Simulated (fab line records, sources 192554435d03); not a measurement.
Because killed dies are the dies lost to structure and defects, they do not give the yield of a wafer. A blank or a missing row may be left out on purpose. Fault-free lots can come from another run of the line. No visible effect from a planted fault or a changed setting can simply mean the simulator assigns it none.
Comparing a struck lot with a sound one | flow n5Finfet | 16 steps out of a route of 1938
Sound: the wafers L823.2, L823.3, L823.6. Struck: wafer L817.3 (left out: L817.5, L817.6 of the same lot, which were not struck); the cause appears at the end.
Per side, at each step with rows, come the tool, then ch with its chambers, and then its first start. Under that, the readings that differ: sound wafers | struck wafers | difference of the means | sigmas: that difference in standard deviations of wafers without a fault.
alike: words and numbers the same on both sides, and readings whose means are apart by under 2 such deviations; not compared: readings that were withheld, readings missing a value for some wafer, numbers with overlapping values and no deviation given by the record, and bounds like >300 which may hide the same value.
A row with sigmas, a row that says differs or no value, or rows on one side alone: a step with any of these is where the two part. When numbers do not overlap yet have no deviation, they are printed without sigmas and do not part them. A reading that every wafer of one side lacks parts them only if that side has two wafers or more.

first, 5 steps without rows for these wafers: N5_BEOL_M0_CUTY_EBR_52; N5_BEOL_M0_CUTY_SOFTBAKE_53 (time 60 s); N5_BEOL_M0_CUTY_EXPOSE_54 (exposes mask M0 ABLK); N5_BEOL_M0_CUTY_PEB_55 (peb time 60 s); N5_BEOL_M0_CUTY_DEVELOP_56 (develop time 30 s).
N5_BEOL_M0_CUTY_CD_MEAS_57 targets a cd of 200 nm.
  sound on cdSem-01 ch 0, day 10 05:58; struck on cdSem-02 ch 0, day 8 16:35
  alike: cdNm
N5_BEOL_M0_CUTY_OVL_MEAS_58:
  sound on overlay-01 ch 0, day 10 06:00; struck on overlay-01 ch 0, day 8 16:37
  alike: M0_ABLK_OVL
N5_BEOL_M0_CUTY_INSPECT_59: inspects for defects (macro).
  struck on defectInspect-02, day 8 16:38; sound on defectInspect-02, day 10 06:01
  alike: rawDefectCount
N5_BEOL_M0_CUTY_DESCUM_61: chemistry O2, time 7.9 s.
  sound on rieDiel-02 ch 0,3, day 10 06:03; struck on rieDiel-04 ch 2, day 8 17:05
reading                      | sound                | struck | difference | sigmas
chamberPressureMTorr (mTorr) | 19.992 20.003 20.004 | 19.964 | -0.036     | -2
drypumpMotorCurrentA (A)     | 6.11 6.28 6.10       | 5.79   | -0.37      | -2
throttleValvePct (%)         | 20.07 20.42 20.06    | 20.78  | +0.60      | +2
  alike: oesProductAu, rfVppV, showerheadPlenumPTorr
  not compared: rfHoursCounterH
N5_BEOL_M0_CUTY_ETCH_62: etches SiARC in CF4, time 58.5 s.
  sound on rieDiel-02 ch 0,3, day 10 06:05; struck on rieDiel-04 ch 2, day 8 17:07
reading                  | sound             | struck | difference | sigmas
drypumpMotorCurrentA (A) | 6.11 6.28 6.12    | 5.78   | -0.39      | -2
throttleValvePct (%)     | 15.18 15.51 15.18 | 16.07  | +0.78      | +3
  alike: chamberPressureMTorr, etchRfOnTimeS, oesProductAu, rfVppV, showerheadPlenumPTorr
  not compared: rfHoursCounterH
N5_BEOL_M0_CUTY_ETCH_63: etches SOC in N2/H2, target depth 82.7 nm, overetch 16.5 nm, time 124 s.
  sound on rieDiel-02 ch 0,3, day 10 06:08; struck on rieDiel-04 ch 2, day 8 17:10
reading                  | sound             | struck | difference | sigmas
drypumpMotorCurrentA (A) | 6.12 6.29 6.11    | 5.77   | -0.40      | -2
throttleValvePct (%)     | 17.51 17.73 17.51 | 18.22  | +0.64      | +2
  alike: chamberPressureMTorr, oesProductAu, rfVppV, showerheadPlenumPTorr
  not compared: rfHoursCounterH
then, 1 step without rows for these wafers: N5_BEOL_M0_CUTY_STRIP_64 (strips in N2/H2).
N5_BEOL_M0_ETCH_138: etches SiCN in CH3F/O2, target depth 12 nm, time 31.6 s.
  sound on rieDiel-02 ch 0,3, day 10 06:16; struck on rieDiel-04 ch 2, day 8 17:17
reading                  | sound             | struck | difference | sigmas
drypumpMotorCurrentA (A) | 6.11 6.31 6.11    | 5.76   | -0.42      | -2
etchRfOnTimeS (s)        | 27.4 29.4 27.7    | 22.3   | -5.9       | -5
throttleValvePct (%)     | 16.00 16.19 15.99 | 16.69  | +0.63      | +3
  alike: CH3F_flow_sccm, chamberPressureMTorr, oesProductAu, rfVppV, showerheadPlenumPTorr
  not compared: rfHoursCounterH
N5_BEOL_M0_HM_OPEN_105: chemistry Cl2/BCl3, target TiN, target depth 12 nm.
  sound on rieMetal-02 ch 0,1, day 10 07:50; struck on rieMetal-02 ch 0, day 8 19:17
  alike: bcl3FlowSccm, chamberPressureMTorr, drypumpMotorCurrentA, oes_ar_750_au, oesProductAu, throttleValvePct
  not compared: rfHoursCounterH
-- the record jumps here: 4 days lie between the struck wafers' starts before and after (it left off in module BEOL_M0 and takes up again in module BEOL_M4, whose first step shown is number 1111 of the route) --
N5_BEOL_M4_RC_MEAS_101:
  sound on prober-02 ch 0, day 15 14:04; struck on prober-02 ch 0, day 12 14:17
  alike: DIBL_N, DIBL_P, IOFF_N, IOFF_P, ION_N, ION_P, SS_N, SS_P, VT_N, VT_P
-- here the record skips 5 days between the struck wafers' starts before and after, leaving off in module BEOL_M4 and picking up in module PASSIVATION (first step shown: number 1936 of the route) --
N5_PASSIVATION_PROBE_49:
  record: rows for the struck wafers here (prober-02, day 17 02:49), none for the sound ones

WHERE THEY PART
Earliest at N5_BEOL_M0_CUTY_DESCUM_61; latest, in this record, at N5_PASSIVATION_PROBE_49.

WHY: what had been put in by the simulator
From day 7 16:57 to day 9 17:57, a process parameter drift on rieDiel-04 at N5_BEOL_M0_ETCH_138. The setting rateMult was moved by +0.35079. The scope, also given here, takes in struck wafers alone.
